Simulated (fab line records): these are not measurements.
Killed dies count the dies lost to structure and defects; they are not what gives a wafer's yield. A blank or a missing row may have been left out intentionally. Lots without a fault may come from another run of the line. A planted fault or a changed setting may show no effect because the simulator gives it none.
Which tool did it? :: flow n5Finfet :: at 1 step of a route of 1938, 10 lots with 28 wafers sampled

WHAT EACH GAUGE READ, for each wafer
N5_BEOL_M1_OVL_MEAS_12.
lot: L628
measured: day 6 11:11
on: overlay-02
M1_OVL (nm): -0.2 0.0 -0.2

lot: L630
measured: day 6 21:49
on: overlay-01
M1_OVL (nm): 1.3 0.6 0.4

lot: L631
measured: day 6 22:19
on: overlay-01
M1_OVL (nm): -0.9 -0.4 -0.7

lot: L634
measured: day 8 18:16
on: overlay-02
M1_OVL (nm): -0.3 -0.5 -0.7

lot: L636
measured: day 8 22:37
on: overlay-02
M1_OVL (nm): -0.7 -0.3 -0.2

lot: L639
measured: day 9 05:41
on: overlay-02
M1_OVL (nm): 0.0 -0.3 -0.6

lot: L637
measured: day 9 06:19
on: overlay-01
M1_OVL (nm): 0.1 1.0 0.6

lot: L648
measured: day 11 07:51
on: overlay-02
M1_OVL (nm): 0.8 0.3

lot: L650
measured: day 12 09:29
on: overlay-02
M1_OVL (nm): 0.1 -0.5

lot: L651
measured: day 12 21:07
on: overlay-01
M1_OVL (nm): 1.7 0.8 0.6

WHICH TOOL RAN EACH LOT (tool, then ch and the chambers of the sampled wafers, then the start)
Before these readings, the record contains no process step.

THE ANSWER, worked out from the rows above alone
Rule: usual is defined by the lots themselves. The widest of any qualifying gaps counts: lots, ordered by their means at a reading, are off when they make up no more than a third of the lots, leave a main group of 4 or more, and stand apart from it by 3 or more times the standard deviation of that group's means. A main group is skipped when, at the precision printed for the reading in the tables above, its means are all equal. A lot without any number at a reading at which 4 lots or more have one is off too. All remaining lots with rows at the step are treated as sound.
No lot is off at any reading shown: from this, nothing can be told.

WHAT HAD BEEN PUT IN BY THE SIMULATOR
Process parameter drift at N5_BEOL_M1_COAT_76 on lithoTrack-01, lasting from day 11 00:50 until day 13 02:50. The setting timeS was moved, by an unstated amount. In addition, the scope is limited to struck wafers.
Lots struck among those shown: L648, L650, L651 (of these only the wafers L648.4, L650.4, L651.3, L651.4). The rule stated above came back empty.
